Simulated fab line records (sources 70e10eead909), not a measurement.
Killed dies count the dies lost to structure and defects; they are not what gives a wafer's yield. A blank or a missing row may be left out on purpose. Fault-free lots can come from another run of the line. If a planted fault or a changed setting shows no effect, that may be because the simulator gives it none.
Matching of chambers    flow nand harc    4 sister chambers for NHARC_A_M0_CMP_23 on cmp-02
The step polishes, t overpolish 20 s, target thk 113.75 nm. 8 wafers are shown with their chamber, then 10 later ones without.

== WAFERS WITH THEIR CHAMBER ==
wafer   chamber  motor current A (A)  time to endpoint s (s)
L083.6  3        14.8                 23.0
L084.1  1        12.0                 32.2
L084.5  2        11.6                 25.9
L086.1  0        12.0                 27.7
L086.4  2        10.7                 25.8
L086.6  1        12.0                 30.3
L087.3  0        12.2                 30.5
L087.4  3        15.6                 31.2

== WAFERS WITHOUT THEIR CHAMBER ==
wafer   motor current A (A)  time to endpoint s (s)
L087.6  10.9                 27.2
L088.4  11.4                 27.9
L088.5  12.4                 32.3
L088.6  14.6                 28.3
L090.3  11.3                 26.3
L090.4  12.4                 28.8
L090.5  11.5                 33.6
L091.1  12.4                 34.3
L091.4  15.4                 27.7
L091.5  11.4                 28.9

== EACH ONE'S CHAMBER ==
wafer   from the rows above           in truth
L087.6  2                             2
L088.4  can't be placed: 2 or 0 or 1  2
L088.5  can't be placed: 1 or 0       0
L088.6  3                             3
L090.3  can't be placed: 2 or 0 or 1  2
L090.4  can't be placed: 0 or 1       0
L090.5  can't be placed: 1 or 0 or 2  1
L091.1  can't be placed: 1 or 0       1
L091.4  3                             3
L091.5  can't be placed: 2 or 1 or 0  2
3 of 10 placed correctly. Unplaceable from these rows: 7, with the true chamber sitting among the candidates in 7. Wrongly placed: 0.
How it was worked out, from the rows above alone: a wafer's distance from a chamber is the root of the sum, over the readings, of the square of ((its reading less the chamber's mean) divided by the reading's scatter). If the next closest chamber is less than 2 further off than the closest, the wafer can't be placed; otherwise it belongs to the closest. Each chamber's mean is taken over the wafers shown for it. How the scatter is found: for the shown wafers, subtract from each reading the mean of its chamber, square and add these, divide the total by (wafers less chambers), then take the root.
